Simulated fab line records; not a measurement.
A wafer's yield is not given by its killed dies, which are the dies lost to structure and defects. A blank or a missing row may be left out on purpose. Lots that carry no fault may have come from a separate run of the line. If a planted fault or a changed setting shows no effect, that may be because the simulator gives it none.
Comparing a struck lot with a sound one :: flow n5-finfet :: 14 out of 1938 route steps
Sound: these wafers, L950.1, L950.3, L950.5. Struck: wafers L952.4, L952.6. (L952.3 of the same lot was not struck and is left out.) The cause comes at the end.
For every step that has rows: the tool of each side, followed by ch and its chambers, followed by its first start. Under that, the readings that differ: sound wafers :: struck wafers :: difference of the means :: sigmas: that difference in standard deviations of wafers without a fault.
alike: a reading whose means differ by less than 2 such deviations, as well as words and numbers matching on both sides. not compared: withheld readings; readings where some wafer has no value; bounds like >300 that might hide an equal value; numbers whose values overlap and for which the record gives no deviation.
Wherever a step has rows on one side only, a row that says differs or no value, or a row with sigmas, the two part there. When numbers do not overlap yet have no deviation, they are printed without sigmas and do not part them. Lack of a reading on every wafer of one side parts them only where that side has two or more wafers.

N5_BEOL_M8_CD_MEAS_28 targets a cd of 40 nm.
  sound on cd-sem-01 ch 0, day 11 06:26; struck on cd-sem-02 ch 0, day 12 17:14
  alike: cd-nm
N5_BEOL_M8_OVL_MEAS_29:
  sound on overlay-01 ch 0, day 11 06:28; struck on overlay-01 ch 0, day 12 17:17
  alike: V7_OVL
N5_BEOL_M8_INSPECT_30: inspects for defects (brightfield).
  sound on defect-inspect-01 at day 11 06:31; struck on defect-inspect-02 at day 12 17:20
  alike: raw-defect-count
N5_BEOL_M8_DESCUM_33: chemistry O2, time 7 s.
  sound on rie-diel-04 ch 1,2, day 11 06:34; struck on rie-diel-04 ch 0,3, day 12 17:22
  alike: drypump-motor-current-A, oes-product-au, rf-vpp-V, showerhead-plenum-p-Torr, throttle-valve-pct
  not compared: rf-hours-counter-h
N5_BEOL_M8_ETCH_72: etches underlayer in N2/H2, target depth 6.5 nm, time 5.2 s.
  sound on rie-diel-04 ch 1,2, day 11 06:35; struck on rie-diel-04 ch 0,3, day 12 17:23
  alike: drypump-motor-current-A, etch-rf-on-time-s, oes-product-au, rf-vpp-V, showerhead-plenum-p-Torr, throttle-valve-pct
  not compared: rf-hours-counter-h
N5_BEOL_M8_ETCH_65: etches SiARC in CF4, target depth 15.6 nm, time 26 s.
  sound on rie-diel-04 ch 1,2, day 11 06:37; struck on rie-diel-04 ch 0,3, day 12 17:25
  alike: drypump-motor-current-A, etch-rf-on-time-s, oes-product-au, rf-vpp-V, showerhead-plenum-p-Torr, throttle-valve-pct
  not compared: rf-hours-counter-h
then, 5 steps without rows for these wafers: N5_BEOL_M8_ETCH_66 (etches SOC in N2/H2, target depth 80 nm, overetch 16 nm, time 120 s); N5_BEOL_M8_STRIP_69 (strips in N2/H2); N5_BEOL_M8_STRIP_73 (strips in N2/H2); N5_BEOL_M8_VIA_ETCH_34 (etches SiCOH lowk in C4F6/O2, target depth 125.5 nm, time 50.5 s); N5_BEOL_M8_STRIP_76 (strips in C4F6/O2).
N5_BEOL_M8_STRIP_36: strips in N2/H2.
  sound on rie-diel-04 ch 1,2, day 11 06:47; struck on rie-diel-04 ch 0,3, day 12 17:35
  alike: drypump-motor-current-A, oes-product-au, rf-vpp-V, showerhead-plenum-p-Torr, throttle-valve-pct
  not compared: rf-hours-counter-h
N5_BEOL_M8_TRENCH_ETCH_37: etches SiCOH lowk in C4F6/O2, target depth 93.478 nm, time 31.2 s.
  sound on rie-diel-04 ch 1,2, day 11 06:50; struck on rie-diel-04 ch 0,3, day 12 17:38
reading: run-length-s (s)
sound: 54.5 53.5 54.1
struck: 52.3 53.0
difference: -1.4
sigmas: -3

reading: model.etch.depth-nm (nm)
sound: 90.82 91.89 91.2
struck: 87.53 89.57
difference: -2.75
sigmas: 

reading: model.BEOL_M8.feature-depth-nm (nm)
sound: 90.8 91.8 91.2
struck: 87.6 89.6
difference: -2.7
sigmas: 
  alike: drypump-motor-current-A, oes-product-au, rf-vpp-V, showerhead-plenum-p-Torr, throttle-valve-pct
  not compared: rf-hours-counter-h
N5_BEOL_M8_ETCH_41: etches SiCN in CH3F/O2, target depth 31.9 nm, time 57.8 s.
  sound: rie-diel-04 ch 1,2; struck: rie-diel-04 ch 0,3
  alike: drypump-motor-current-A, oes-product-au, rf-vpp-V, run-length-s, showerhead-plenum-p-Torr, throttle-valve-pct
  not compared: rf-hours-counter-h

== WHERE THEY PART ==
Only at N5_BEOL_M8_TRENCH_ETCH_37, as far as this record shows. Later steps at which nothing parts them and some readings are alike: N5_BEOL_M8_ETCH_41.

WHY: the cause the simulator had injected
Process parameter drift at N5_BEOL_M8_TRENCH_ETCH_37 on rie-diel-04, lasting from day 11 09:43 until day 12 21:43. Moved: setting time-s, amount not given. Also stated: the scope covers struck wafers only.
